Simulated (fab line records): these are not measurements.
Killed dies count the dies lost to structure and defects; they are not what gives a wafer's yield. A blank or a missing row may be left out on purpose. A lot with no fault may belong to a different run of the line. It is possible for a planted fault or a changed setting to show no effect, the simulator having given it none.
A lot that was struck, set against a sound lot ; flow nand-harc ; 37 steps out of a route of 1302
Sound: the wafers L653.1, L653.5, L653.6. Struck: wafers L665.1, L665.4 (left out: L665.5, a lot-mate that was not struck); the cause follows at the end.
Each step with rows lists, per side, the tool, then ch with its chambers, then its first start. Under that, the readings that differ: sound wafers ; struck wafers ; difference of the means ; sigmas: that difference in standard deviations of wafers without a fault.
alike: readings with means less than 2 such deviations apart, plus words and numbers identical on both sides. not compared: withheld readings, readings lacking a value on some wafer, bounds such as >300 that could conceal the same value, and numbers that have no deviation in the record and whose values overlap.
Wherever a step has rows on one side only, a row that says differs or no value, or a row with sigmas, the two part there. Numbers that have no deviation but don't overlap get no sigmas and don't part them. A reading missing from all wafers of one side parts the sides only when that side holds two or more wafers.

first, 10 steps without rows for these wafers: NHARC_A_CHANNEL_HOLE_D2_DEP_00 (deposits aC, target thk 3100 nm); NHARC_A_CHANNEL_HOLE_D2_DEP_01 (deposits SiON, target thk 140 nm); NHARC_A_CHANNEL_HOLE_D2_DEHYDRATE_02 (time 120 s); NHARC_A_CHANNEL_HOLE_D2_HMDS_03 (time 30 s); NHARC_A_CHANNEL_HOLE_D2_COAT_36 (time 75 s); NHARC_A_CHANNEL_HOLE_D2_COAT_37 (time 65 s); NHARC_A_CHANNEL_HOLE_D2_COAT_04 (resist thk 90 nm); NHARC_A_CHANNEL_HOLE_D2_SOFTBAKE_05 (time 55 s); NHARC_A_CHANNEL_HOLE_D2_EBR_06; NHARC_A_CHANNEL_HOLE_D2_EXPOSE_07 (exposes mask HOLE D2, target cd 100 nm).
NHARC_A_CHANNEL_HOLE_D2_PEB_08: peb time 65 s.
  sound on litho-track-06 ch 0, day 14 18:25; struck on litho-track-06 ch 0, day 18 23:49
reading;sound;struck;difference;sigmas
heater-power-total-W (W);157.0 157.1 156.4;168.2 168.2;+11.4;+28
  alike: resist-line-temp-C
then, 1 step without rows for these wafers: NHARC_A_CHANNEL_HOLE_D2_DEVELOP_09 (develop time 35 s).
NHARC_A_CHANNEL_HOLE_D2_CD_MEAS_10: target cd 100 nm.
  sound on cd-sem-01 ch 0, day 14 18:29; struck on cd-sem-01 ch 0, day 18 23:53
reading;sound;struck;difference;sigmas
cd-nm (nm);100.3 100.0 100.4;96.0 96.1;-4.2;-10
NHARC_A_CHANNEL_HOLE_D2_DESCUM_15: chemistry O2, time 3 s.
  sound on rie-diel-12 ch 0,1,3, day 14 18:42; struck on rie-diel-12 ch 2,3, day 19 00:05
reading;sound;struck;difference;sigmas
model.A_CHANNEL_HOLE_D2.cd-nm (nm);100.2 100.2 100.7;96.55 95.83;-4.18;
  alike: chamber-pressure-mTorr, drypump-motor-current-A, oes-product-au, rf-vpp-V, showerhead-plenum-p-Torr, throttle-valve-pct
  not compared: rf-hours-counter-h
then, 16 steps without rows for these wafers: NHARC_A_CHANNEL_HOLE_D2_ETCH_38 (etches the open film in CF4, target depth 39 nm, time 65 s); NHARC_A_CHANNEL_HOLE_D2_ETCH_39 (etches the open film in N2/H2, target depth 260 nm, time 325 s); NHARC_A_CHANNEL_HOLE_D2_ETCH_34 (etches the open film in CF4/CHF3, target depth 154 nm, time 77 s); NHARC_A_CHANNEL_HOLE_D2_ETCH_16 (etches the open film in O2/COS, target depth 3100 nm, time 806 s); NHARC_A_CHANNEL_HOLE_D2_ETCH_19 (etches the open film in C4F8/O2/Ar, time 34.5 s); NHARC_A_CHANNEL_HOLE_D2_ETCH_20 (etches the open film in C4F8/O2/Ar, time 361.9 s, target depth 1600 nm); NHARC_A_CHANNEL_HOLE_D2_ETCH_21 (etches the open film in C4F8/O2/Ar, time 514.3 s, target depth 1600 nm); NHARC_A_CHANNEL_HOLE_D2_ETCH_22 (etches the open film in C4F8/O2/Ar, time 666.7 s, target depth 1600 nm); NHARC_A_CHANNEL_HOLE_D2_ETCH_23 (etches the open film in C4F8/O2/Ar, time 819 s, target depth 1600 nm); NHARC_A_CHANNEL_HOLE_D2_ETCH_24 (etches the open film in C4F8/O2/Ar, time 906.2 s, target depth 1500 nm); NHARC_A_CHANNEL_HOLE_D2_ETCH_25 (etches the open film in C4F8/O2/Ar, time 1040.2 s, target depth 1500 nm); NHARC_A_CHANNEL_HOLE_D2_ETCH_26 (etches the open film in C4F8/O2/Ar, time 224.1 s, target depth 300 nm); NHARC_A_CHANNEL_HOLE_D2_ETCH_27 (etches the open film in C4F8/O2/Ar, time 90 s, target depth 400 nm); NHARC_A_CHANNEL_HOLE_D2_STRIP_41 (strips in N2/H2); NHARC_A_CHANNEL_HOLE_D2_STRIP_42 (strips in CF4/CHF3); NHARC_A_CHANNEL_HOLE_D2_STRIP_43 (strips in O2/COS).
NHARC_A_CHANNEL_HOLE_D2_ETCH_44: etches the open film in CF4/O2, target depth 140 nm, overetch 14 nm, time 77 s.
  sound on rie-diel-03 ch 0,1, day 15 05:07; struck on rie-diel-04 ch 1,2, day 19 06:01
reading;sound;struck;difference;sigmas
model.A_CHANNEL_HOLE_D2.cd-nm (nm);91.14 90.08 91.16;86.74 86.35;-4.25;
  alike: chamber-pressure-mTorr, drypump-motor-current-A, oes-product-au, rf-vpp-V, showerhead-plenum-p-Torr, throttle-valve-pct
  not compared: rf-hours-counter-h
then, 3 steps without rows for these wafers: NHARC_A_CHANNEL_HOLE_D2_STRIP_28 (strips in O2); NHARC_A_CHANNEL_HOLE_D2_PRECLEAN_29 (cleans in SC1); NHARC_A_CHANNEL_HOLE_D2_SRD_30.
NHARC_A_CHANNEL_HOLE_D2_CD_MEAS_31:
  sound on cd-sem-03, day 15 05:55; struck on cd-sem-03, day 19 06:47
reading;sound;struck;difference;sigmas
cd-nm (nm);91.7 90.0 91.1;86.3 85.8;-4.9;-5
NHARC_A_CHANNEL_HOLE_D2_XSEM_32:
  sound on xsem-02 ch 0, day 15 06:00; struck on xsem-02 ch 0, day 19 06:53
reading;sound;struck;difference;sigmas
bot-cd-nm (nm);74.8 74.5 74.6;71.4 70.7;-3.6;-4
bow-nm (nm);8.55 8.39 8.49;9.08 9.14;+0.63;+2
  alike: tilt-deg
NHARC_END_SORT_01:
  the record has rows for the sound wafers here (prober-01 ch 0, day 26 17:08) and none for the struck ones

== WHERE THEY PART ==
At NHARC_A_CHANNEL_HOLE_D2_PEB_08 first; at NHARC_END_SORT_01 last (within this record only).

WHY: whatever the simulator had introduced
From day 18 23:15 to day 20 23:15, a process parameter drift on litho-track-06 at NHARC_A_CHANNEL_HOLE_D2_PEB_08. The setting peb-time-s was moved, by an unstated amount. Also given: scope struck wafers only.
